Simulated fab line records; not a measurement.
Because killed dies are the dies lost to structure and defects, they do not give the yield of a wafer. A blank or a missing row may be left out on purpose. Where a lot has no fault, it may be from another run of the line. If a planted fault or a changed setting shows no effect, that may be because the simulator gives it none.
A lot that was struck, set against a sound lot ; flow nand_harc ; 15 out of 1159 route steps
Sound: wafers L366.1, L366.3, L366.5. Struck: wafer L365.3. (L365.2, L365.6 of the same lot were not struck and are left out.) The cause comes at the end.
At each step with rows: each side's tool, then ch and its chambers, then its first start. Under that, the readings that differ: sound wafers ; struck wafers ; difference of the means ; sigmas: that difference in standard deviations of wafers without a fault.
alike: readings with means less than 2 such deviations apart, plus words and numbers identical on both sides. not compared: withheld readings, readings lacking a value on some wafer, bounds such as >300 that could conceal the same value, and numbers that have no deviation in the record and whose values overlap.
Wherever a step has rows on one side only, a row that says differs or no value, or a row with sigmas, the two part there. Numbers that don't overlap but have no deviation are shown without sigmas and don't part them. Lack of a reading on every wafer of one side parts them only where that side has two or more wafers.

first, 1 step without rows for these wafers: NHARC_A_CHANNEL_HOLE_D1_STRIP_43 (strips in O2/COS).
NHARC_A_CHANNEL_HOLE_D1_ETCH_44: etches the open film in CF4/O2, target depth 140 nm, overetch 14 nm, time 77 s.
  sound on rie_diel-01 ch 0,1,2, day 13 19:09; struck on rie_diel-10 ch 2, day 13 12:38
reading;sound;struck;difference;sigmas
showerhead_plenum_p_Torr (Torr);1.42 1.33 1.31;1.25;-0.10;-2
  alike: drypump_motor_current_A, oes_f_703_au, oes_product_au, rf_vpp_V, throttle_valve_pct
  not compared: rf_hours_counter_h
NHARC_A_CHANNEL_HOLE_D1_STRIP_27: strips in O2.
  sound on rie_diel-01 ch 0,3; struck on rie_diel-10 ch 3
reading;sound;struck;difference;sigmas
showerhead_plenum_p_Torr (Torr);3.73 3.55 3.55;3.33;-0.28;-2
  alike: drypump_motor_current_A, oes_product_au, rf_vpp_V, throttle_valve_pct
  not compared: rf_hours_counter_h
then, 2 steps without rows for these wafers: NHARC_A_CHANNEL_HOLE_D1_PRECLEAN_28 (cleans in SC1); NHARC_A_CHANNEL_HOLE_D1_SRD_29.
NHARC_A_CHANNEL_HOLE_D1_CD_MEAS_30:
  sound on cd_sem-01, day 13 19:57; struck on cd_sem-03, day 13 13:26
  alike: cd_nm
then, 1 step without rows for these wafers: NHARC_A_CHANNEL_HOLE_D1_XSEM_31.
NHARC_A_CHANNEL_HOLE_D1_INSPECT_40:
  sound on defect_inspect-01, day 13 20:09; struck on defect_inspect-02, day 13 13:37
  alike: raw_defect_count
then, 2 steps without rows for these wafers: NHARC_A_CHANNEL_FILL_D1_PRECLEAN_00 (cleans in SC1); NHARC_A_CHANNEL_FILL_D1_SRD_01.
NHARC_A_CHANNEL_FILL_D1_ALD_02: deposits SiO2, target thk 6 nm, pulse time 10 s, ald cycles 60.
  sound on ald_hk-03 ch 2,3, day 13 20:20; struck on ald_hk-03 ch 3, day 13 13:53
  alike: heater_power_w, precursor_pulse_height_rel
  not compared: ald_cycles
NHARC_A_CHANNEL_FILL_D1_ALD_03: deposits SiNx, target thk 6 nm, pulse time 60 s, ald cycles 58.
  sound on ald_sin_batch-03 ch 0; struck on ald_sin_batch-02 ch 0
reading;sound;struck;difference;sigmas
chamber_pressure_Torr (Torr);1.998 1.995 2.000;2.008;+0.010;+2
  alike: precursor_pulse_height_rel
  not compared: ald_cycles
NHARC_A_CHANNEL_FILL_D1_ALD_14: deposits SiO2, target thk 2.5 nm, pulse time 10 s, ald cycles 25.
  sound on ald_hk-03 ch 1,2,3, day 14 03:24; struck on ald_hk-04 ch 0, day 13 20:40
reading;sound;struck;difference;sigmas
ald_cycles;25 25 25;29;+4;
  alike: heater_power_w, precursor_pulse_height_rel
NHARC_A_CHANNEL_FILL_D1_ALD_15: deposits SiNx, target thk 2 nm, pulse time 60 s, ald cycles 19.
  sound on ald_sin_batch-01 ch 0; struck on ald_sin_batch-01 ch 0
  alike: chamber_pressure_Torr, precursor_pulse_height_rel
  not compared: ald_cycles
NHARC_END_SORT_01:
  the record has rows for the sound wafers here (prober-01 ch 0, day 24 16:02) and none for the struck ones

WHERE THEY PART
First at NHARC_A_CHANNEL_HOLE_D1_ETCH_44; last, within this record, at NHARC_END_SORT_01.

WHY: what had been put in by the simulator
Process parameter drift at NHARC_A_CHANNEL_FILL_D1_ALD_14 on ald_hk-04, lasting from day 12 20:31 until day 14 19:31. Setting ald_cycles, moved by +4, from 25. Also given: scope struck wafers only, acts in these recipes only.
